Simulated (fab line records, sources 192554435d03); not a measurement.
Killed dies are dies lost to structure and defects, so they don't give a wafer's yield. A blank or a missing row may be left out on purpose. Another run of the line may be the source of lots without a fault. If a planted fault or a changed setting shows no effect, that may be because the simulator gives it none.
fab line records | flow n5-finfet
[record] lots = 7 | wafers = 21 | last-day = 18
route steps=1938 shown FIN_SAQP@97
lots that met no fault: taken from a fault-free run of the same line
start-h: hours from the record's opening day to when the first of the lot's shown wafers began | wait-h: time in hours since the lot's previous step | " identical to the entry in the row above | L1.1+2: a row that stands for several wafers | - no value, or no start given | * or withheld: withheld | < > ~ a bound
route shown NAME@n: a module of which the file shows steps, and the number in the route of the first | usual: the fault-free wafers' mean and standard deviation | same: alike in all rows | chamber/n: place in a boat | sites: the reading at each site | _std_site: the standard deviation of these | _edge_site: mean of outer sites minus mean of inner sites | radius-mm: how far each site lies from the wafer's centre | mask NAME#n: copy n | behind: tool/chamber where the wafer was last shaped | hold: why the lot went on hold/how many hours it stayed there/how the hold came to an end | device: whichever transistor did not switch (one of n, p or np) | end of line: the same wafers' tests at the end of the route | a step with no rows: only its recipe | killed: dies that structure and defects cost at the first sort, which is not the same as the wafer's yield | map: shows each die of a wafer: x if killed, . if not, _ if none is there
set.NAME: the setting as run; set.NAME@STEP: as run at that earlier step | model.NAME: the simulator's own value behind a step, which no gauge read
lots seen at some steps along the route; tables by step, rows by wafer
services: from which hour (start-h, from the record's first day; less than 0 if before it) a tool's chamber was out of use, for how many hours, and why
[[steps]]
[step N5_FIN_SAQP_THK_MEAS_05]
[usual] thk-nm = 38.0/0.56
lot.wafer | tool          | chamber | start-h | wait-h | thk-nm
L568.1    | film-metro-02 | -       | 20.93   | 0.1    | 37.6
L568.3    | "             | -       | "       | "      | 37.5
L568.6    | "             | -       | "       | "      | 38.2
L578.4    | film-metro-02 | -       | 80.72   | 0.0    | 38.0
L578.5    | "             | -       | "       | "      | 36.9
L578.6    | "             | -       | "       | "      | 38.1
L579.2    | film-metro-01 | -       | 87.35   | 0.1    | 37.8
L579.5    | "             | -       | "       | "      | 38.3
L579.6    | "             | -       | "       | "      | 38.4
L580.2    | film-metro-02 | -       | 92.69   | 0.1    | 38.2
L580.4    | "             | -       | "       | "      | 37.9
L580.6    | "             | -       | "       | "      | 38.9
L585.2    | film-metro-02 | -       | 123.86  | 0.1    | 37.5
L585.4    | "             | -       | "       | "      | 38.8
L585.5    | "             | -       | "       | "      | 38.7
L588.3    | film-metro-01 | -       | 140.95  | 0.1    | 38.0
L588.4    | "             | -       | "       | "      | 38.4
L588.6    | "             | -       | "       | "      | 37.6
L591.2    | film-metro-01 | -       | 159.45  | 0.1    | 38.4
L591.4    | "             | -       | "       | "      | 38.2
L591.6    | "             | -       | "       | "      | 38.2
[step N5_FIN_SAQP_PECVD_47]
[recipe] material = a-Si | target-thk-a = 450 | temp-c = 400 | precursor = SiH4/He | pressure-torr = 3 | rf-w = 100 | time-s = 36.3
[usual] heater-power-w = 817/94 | showerhead-plenum-p-Torr = 5.65/0.032 | susceptor-temp-C = 399.94/0.24 | throttle-valve-pct = 17.9/1
lot.wafer | tool     | chamber | start-h | wait-h | heater-power-w | showerhead-plenum-p-Torr | susceptor-temp-C | throttle-valve-pct
L568.1    | pecvd-04 | 1       | 20.97   | 0.0    | 755            | 5.60                     | 400.08           | 18.1
L568.3    | "        | 2       | "       | "      | 808            | 5.61                     | 399.90           | 17.5
L568.6    | "        | 2       | "       | "      | 825            | 5.61                     | 400.09           | 17.5
L578.4    | pecvd-01 | 1       | 80.78   | 0.1    | 964            | 5.65                     | 400.03           | 18.8
L578.5    | "        | 0       | "       | "      | 751            | 5.70                     | 400.24           | 16.7
L578.6    | "        | 2       | "       | "      | 743            | 5.67                     | 399.95           | 17.4
L579.2    | pecvd-03 | 0       | 87.38   | 0.0    | 894            | 5.70                     | 399.80           | 18.0
L579.5    | "        | 1       | "       | "      | 814            | 5.64                     | 400.11           | 19.5
L579.6    | "        | 0       | "       | "      | 887            | 5.68                     | 400.13           | 17.9
L580.2    | pecvd-01 | 1       | 92.73   | 0.0    | 1051           | 5.64                     | 399.96           | 19.2
L580.4    | "        | 1       | "       | "      | 1048           | 5.65                     | 400.60           | 18.9
L580.6    | "        | 1       | "       | "      | 1036           | 5.65                     | 399.91           | 19.2
L585.2    | pecvd-03 | 0       | 123.89  | 0.0    | 788            | 5.68                     | 400.10           | 18.1
L585.4    | "        | 0       | "       | "      | 801            | 5.69                     | 400.20           | 17.9
L585.5    | "        | 2       | "       | "      | 857            | 5.63                     | 400.01           | 16.2
L588.3    | pecvd-03 | 2       | 141.01  | 0.1    | 830            | 5.63                     | 399.69           | 16.0
L588.4    | "        | 0       | "       | "      | 786            | 5.69                     | 399.97           | 18.0
L588.6    | "        | 0       | "       | "      | 800            | 5.68                     | 399.86           | 18.2
L591.2    | pecvd-03 | 2       | 159.48  | 0.0    | 876            | 5.65                     | 399.43           | 16.2
L591.4    | "        | 0       | "       | "      | 869            | 5.68                     | 399.94           | 17.9
L591.6    | "        | 2       | "       | "      | 845            | 5.65                     | 399.43           | 16.4
[step N5_FIN_SAQP_PECVD_48]
[recipe] material = SiNx | target-thk-a = 250 | temp-c = 400 | precursor = SiH4/NH3/N2 | pressure-torr = 1.5 | rf-w = 300 | time-s = 22.1
[usual] heater-power-w = 740/100 | showerhead-plenum-p-Torr = 5.12/0.042 | susceptor-temp-C = 400.03/0.21 | throttle-valve-pct = 39.3/2.3
lot.wafer | tool     | chamber | start-h | wait-h | heater-power-w | showerhead-plenum-p-Torr | susceptor-temp-C | throttle-valve-pct
L568.1    | pecvd-04 | 1       | 21.01   | 0.0    | 731            | 5.05                     | 399.98           | 40.1
L568.3    | "        | 2       | "       | "      | 862            | 5.07                     | 399.99           | 38.3
L568.6    | "        | 2       | "       | "      | 863            | 5.08                     | 399.87           | 38.3
L578.4    | pecvd-01 | 1       | 80.82   | 0.0    | 1004           | 5.11                     | 399.77           | 41.8
L578.5    | "        | 0       | "       | "      | 674            | 5.18                     | 399.63           | 37.3
L578.6    | "        | 2       | "       | "      | 621            | 5.17                     | 400.16           | 38.7
L579.2    | pecvd-03 | 0       | 87.42   | 0.0    | 716            | 5.16                     | 399.85           | 39.4
L579.5    | "        | 1       | "       | "      | 591            | 5.09                     | 399.75           | 43.2
L579.6    | "        | 0       | "       | "      | 709            | 5.16                     | 400.12           | 39.2
L580.2    | pecvd-01 | 1       | 92.79   | 0.0    | 896            | 5.13                     | 400.00           | 41.7
L580.4    | "        | 1       | "       | "      | 900            | 5.12                     | 399.94           | 41.9
L580.6    | "        | 1       | "       | "      | 910            | 5.11                     | 399.97           | 41.8
L585.2    | pecvd-03 | 0       | 123.93  | 0.0    | 825            | 5.16                     | 399.92           | 39.1
L585.4    | "        | 0       | "       | "      | 813            | 5.16                     | 399.83           | 39.3
L585.5    | "        | 2       | "       | "      | 738            | 5.11                     | 400.14           | 35.2
L588.3    | pecvd-03 | 2       | 141.07  | 0.0    | 756            | 5.10                     | 400.02           | 35.2
L588.4    | "        | 0       | "       | "      | 724            | 5.16                     | 400.01           | 39.4
L588.6    | "        | 0       | "       | "      | 736            | 5.15                     | 400.28           | 39.3
L591.2    | pecvd-03 | 2       | 159.53  | 0.0    | 690            | 5.11                     | 399.99           | 35.2
L591.4    | "        | 0       | "       | "      | 790            | 5.16                     | 400.18           | 39.2
L591.6    | "        | 2       | "       | "      | 683            | 5.12                     | 400.15           | 35.0
[step N5_FIN_SAQP_PECVD_06]
[recipe] material = a-Si | target-thk-a = 600 | temp-c = 400 | precursor = SiH4/He | pressure-torr = 3 | rf-w = 100 | time-s = 48.1
[usual] heater-power-w = 814/100 | showerhead-plenum-p-Torr = 5.65/0.032 | susceptor-temp-C = 400.04/0.25 | throttle-valve-pct = 17.9/1
lot.wafer | tool     | chamber | start-h | wait-h | heater-power-w | showerhead-plenum-p-Torr | susceptor-temp-C | throttle-valve-pct
L568.1    | pecvd-04 | 1       | 21.05   | 0.0    | 811            | 5.59                     | 400.17           | 18.2
L568.3    | "        | 2       | "       | "      | 896            | 5.62                     | 399.92           | 17.4
L568.6    | "        | 2       | "       | "      | 905            | 5.61                     | 399.99           | 17.4
L578.4    | pecvd-01 | 1       | 80.87   | 0.0    | 1016           | 5.65                     | 400.34           | 19.1
L578.5    | "        | 0       | "       | "      | 705            | 5.71                     | 400.38           | 17.0
L578.6    | "        | 2       | "       | "      | 666            | 5.68                     | 400.29           | 17.5
L579.2    | pecvd-03 | 0       | 87.46   | 0.0    | 854            | 5.68                     | 399.86           | 17.9
L579.5    | "        | 1       | "       | "      | 816            | 5.63                     | 399.88           | 19.5
L579.6    | "        | 0       | "       | "      | 847            | 5.68                     | 399.68           | 18.1
L580.2    | pecvd-01 | 1       | 92.85   | 0.0    | 1062           | 5.65                     | 400.19           | 19.1
L580.4    | "        | 1       | "       | "      | 1059           | 5.65                     | 399.88           | 18.9
L580.6    | "        | 1       | "       | "      | 1043           | 5.66                     | 400.58           | 18.8
L585.2    | pecvd-03 | 0       | 123.97  | 0.0    | 875            | 5.67                     | 400.02           | 18.2
L585.4    | "        | 0       | "       | "      | 880            | 5.68                     | 399.76           | 17.9
L585.5    | "        | 2       | "       | "      | 864            | 5.62                     | 399.97           | 16.3
L588.3    | pecvd-03 | 2       | 141.14  | 0.0    | 781            | 5.65                     | 399.76           | 16.3
L588.4    | "        | 0       | "       | "      | 783            | 5.67                     | 400.13           | 17.9
L588.6    | "        | 0       | "       | "      | 803            | 5.69                     | 400.04           | 18.0
L591.2    | pecvd-03 | 2       | 159.57  | 0.0    | 852            | 5.66                     | 400.44           | 16.1
L591.4    | "        | 0       | "       | "      | 858            | 5.67                     | 399.84           | 18.0
L591.6    | "        | 2       | "       | "      | 893            | 5.64                     | 400.04           | 16.0
[step N5_FIN_SAQP_THK_MEAS_07]
[usual] thk-nm = 59.7/0.99
lot.wafer | tool          | chamber | start-h | wait-h | thk-nm
L568.1    | film-metro-01 | -       | 21.14   | 0.1    | 59.5
L568.3    | "             | -       | "       | "      | 61.1
L568.6    | "             | -       | "       | "      | 62.6
L578.4    | film-metro-02 | -       | 80.93   | 0.0    | 59.2
L578.5    | "             | -       | "       | "      | 60.7
L578.6    | "             | -       | "       | "      | 59.3
L579.2    | film-metro-02 | -       | 87.55   | 0.1    | 57.9
L579.5    | "             | -       | "       | "      | 60.0
L579.6    | "             | -       | "       | "      | 58.5
L580.2    | film-metro-02 | -       | 92.97   | 0.1    | 58.4
L580.4    | "             | -       | "       | "      | 59.4
L580.6    | "             | -       | "       | "      | 59.7
L585.2    | film-metro-02 | -       | 124.06  | 0.1    | 57.8
L585.4    | "             | -       | "       | "      | 59.2
L585.5    | "             | -       | "       | "      | 59.7
L588.3    | film-metro-01 | -       | 141.51  | 0.3    | 59.9
L588.4    | "             | -       | "       | "      | 59.4
L588.6    | "             | -       | "       | "      | 59.1
L591.2    | film-metro-02 | -       | 159.66  | 0.1    | 58.3
L591.4    | "             | -       | "       | "      | 58.9
L591.6    | "             | -       | "       | "      | 59.8
[step N5_FIN_SAQP_HM_DEP_72]
[recipe] material = SiO2 | target-thk-a = 120 | temp-c = 400 | precursor = SiH4/N2O | pressure-torr = 0.75 | rf-w = 275 | time-s = 7.2
[usual] heater-power-w = 746/84 | showerhead-plenum-p-Torr = 8.10/0.095 | susceptor-temp-C = 400.01/0.23
lot.wafer | tool     | chamber | start-h | wait-h | heater-power-w | showerhead-plenum-p-Torr | susceptor-temp-C
L568.1    | pecvd-04 | 2       | 21.18   | 0.0    | 762            | 7.99                     | 400.03
L568.3    | "        | 0       | "       | "      | 710            | 8.16                     | 399.80
L568.6    | "        | 2       | "       | "      | 815            | 8.02                     | 399.99
L578.4    | pecvd-04 | 1       | 80.99   | 0.1    | 733            | 7.95                     | 400.05
L578.5    | "        | 2       | "       | "      | 873            | 8.01                     | 400.63
L578.6    | "        | 0       | "       | "      | 733            | 8.17                     | 400.22
L579.2    | pecvd-01 | 0       | 87.59   | 0.0    | 595            | 8.25                     | 399.75
L579.5    | "        | 1       | "       | "      | 850            | 8.08                     | 399.60
L579.6    | "        | 0       | "       | "      | 597            | 8.25                     | 399.84
L580.2    | pecvd-04 | 0       | 93.01   | 0.0    | 725            | 8.16                     | 399.85
L580.4    | "        | 2       | "       | "      | 855            | 8.02                     | 399.79
L580.6    | "        | 0       | "       | "      | 713            | 8.14                     | 399.80
L585.2    | pecvd-01 | 1       | 124.10  | 0.0    | 929            | 8.10                     | 399.95
L585.4    | "        | 1       | "       | "      | 912            | 8.12                     | 400.26
L585.5    | "        | 2       | "       | "      | 689            | 8.18                     | 399.83
L588.3    | pecvd-01 | 1       | 141.54  | 0.0    | 949            | 8.09                     | 400.11
L588.4    | "        | 2       | "       | "      | 622            | 8.20                     | 399.87
L588.6    | "        | 0       | "       | "      | 669            | 8.24                     | 399.82
L591.2    | pecvd-04 | 1       | 159.69  | 0.0    | 663            | 7.97                     | 400.06
L591.4    | "        | 0       | "       | "      | 641            | 8.16                     | 400.00
L591.6    | "        | 1       | "       | "      | 662            | 7.96                     | 400.07
[step N5_FIN_SAQP_COAT_49]
[recipe] resist = SOC | temp-c = 250 | time-s = 60 | spin-rpm = 1500 | resist-thk-nm = 100
[step N5_FIN_SAQP_COAT_50]
[recipe] resist = SiARC | temp-c = 220 | time-s = 60 | spin-rpm = 1500 | resist-thk-nm = 35
[step N5_FIN_SAQP_COAT_10]
[recipe] resist = CAR-ArF | spin-rpm = 1500 | resist-thk-nm = 90
[step N5_FIN_SAQP_EBR_12]
[recipe] solvent = PGMEA | ebr-width-mm = 1.5
[step N5_FIN_SAQP_SOFTBAKE_11]
[recipe] temp-c = 110 | time-s = 60 | resist = CAR-ArF
[step N5_FIN_SAQP_EXPOSE_13]
[recipe] mask-id = FIN_CORE | na = 1.35 | source-shape = dipole | sigma-inner = 0.538 | sigma-outer = 0.738 | polarization = te | target-cd-nm = 35.6 | dose-mj = 63.25
[step N5_FIN_SAQP_PEB_14]
[recipe] peb-temp-c = withheld | peb-time-s = 60 | resist = CAR-ArF
[usual] chill-plate-temp-C = 23.01/0.1 | exhaust-pa = 45.0/0.99
lot.wafer | tool           | chamber | start-h | wait-h | chill-plate-temp-C | exhaust-pa
L568.1    | litho-track-05 | 0       | 21.56   | 0.1    | 23.04              | 45.3
L568.3    | "              | 0       | "       | "      | 23.14              | 46.6
L568.6    | "              | 0       | "       | "      | 23.01              | 45.9
L578.4    | litho-track-01 | -       | 81.22   | 0.0    | -                  | -
L578.5    | "              | -       | "       | "      | -                  | -
L578.6    | "              | -       | "       | "      | -                  | -
L579.2    | litho-track-02 | -       | 87.87   | 0.0    | -                  | -
L579.5    | "              | -       | "       | "      | -                  | -
L579.6    | "              | -       | "       | "      | -                  | -
L580.2    | litho-track-01 | -       | 93.39   | 0.0    | -                  | -
L580.4    | "              | -       | "       | "      | -                  | -
L580.6    | "              | -       | "       | "      | -                  | -
L585.2    | litho-track-02 | 0       | 124.36  | 0.0    | 22.95              | 46.4
L585.4    | "              | 0       | "       | "      | 22.99              | 46.2
L585.5    | "              | 0       | "       | "      | 22.95              | 45.9
L588.3    | litho-track-05 | 0       | 141.80  | 0.0    | 23.06              | 45.4
L588.4    | "              | 0       | "       | "      | 23.05              | 45.7
L588.6    | "              | 0       | "       | "      | 23.14              | 44.9
L591.2    | litho-track-02 | 0       | 159.95  | 0.0    | 22.97              | 44.4
L591.4    | "              | 0       | "       | "      | 22.79              | 44.1
L591.6    | "              | 0       | "       | "      | 22.82              | 45.6
[step N5_FIN_SAQP_DEVELOP_15]
[recipe] develop-time-s = 30 | developer = TMAH | resist = CAR-ArF | dev-temp-c = 23 | rinse-liquid = diw | dry = air-spin
[[services]]
tool           | chamber | start-h | hours | kind
pecvd-04       | 0       | 5.48    | 8.7   | repair
pecvd-04       | 1       | 11.62   | 5.0   | scheduled-down
pecvd-03       | 2       | 21.12   | -     | clean
pecvd-03       | 2       | 21.12   | -     | consumable-replace:showerhead
pecvd-03       | 2       | 21.12   | 29.0  | scheduled-down
pecvd-03       | 2       | 21.12   | 29.0  | vent-cycle
litho-track-01 | -       | 31.75   | -     | consumable-replace:filter
pecvd-01       | 1       | 38.64   | 2.1   | scheduled-down
pecvd-04       | 2       | 44.42   | 3.5   | repair
pecvd-03       | 2       | 60.86   | 5.5   | scheduled-down
pecvd-04       | 0       | 69.50   | 2.1   | scheduled-down
pecvd-01       | 2       | 82.28   | 19.0  | repair
pecvd-03       | -       | 90.35   | 5.5   | pm
pecvd-01       | 0       | 99.44   | 2.1   | scheduled-down
pecvd-04       | 2       | 103.38  | 6.2   | repair
pecvd-01       | -       | 125.27  | 0.5   | repair
pecvd-03       | 1       | 139.51  | 3.6   | repair
[[key]]
[first-sign] step = N5_FIN_SAQP_PEB_14 | reading = tool-record | direction = missing
effect none on later readings
met-at N5_FIN_SAQP_PEB_14
struck-wafers L578.4,L578.5,L578.6,L579.2,L579.5,L579.6,L580.2,L580.4,L580.6
later-rows-left-out L578.4,L578.5,L578.6,L579.2,L579.5,L579.6,L580.2,L580.4,L580.6
sort-left-out L578.4,L578.5,L578.6,L579.2,L579.5,L579.6,L580.2,L580.4,L580.6
tester-left-out L578,L579,L580
[fault] kind = skipped-step-whole | tool = litho-track-01,litho-track-02 | chamber = - | onset-h = 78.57 | steps = N5_FIN_SAQP_PEB_14 | scope = struck-lots-only
// tester-left-out: of these lots the tester's yield and bins aren't shown, on N5 and GAA mostly nor the transistor test; their killed dies are dies lost to structure and defects alone, not to doping, threshold or leakage, so they don't give the yield
// sort-left-out: the simulated sort isn't trusted on such a fault, so these wafers' sort isn't shown, and their yield isn't known
// later-rows-left-out: the simulator's readings of these wafers behind a module that went badly wrong aren't trusted and aren't shown, but for the sort
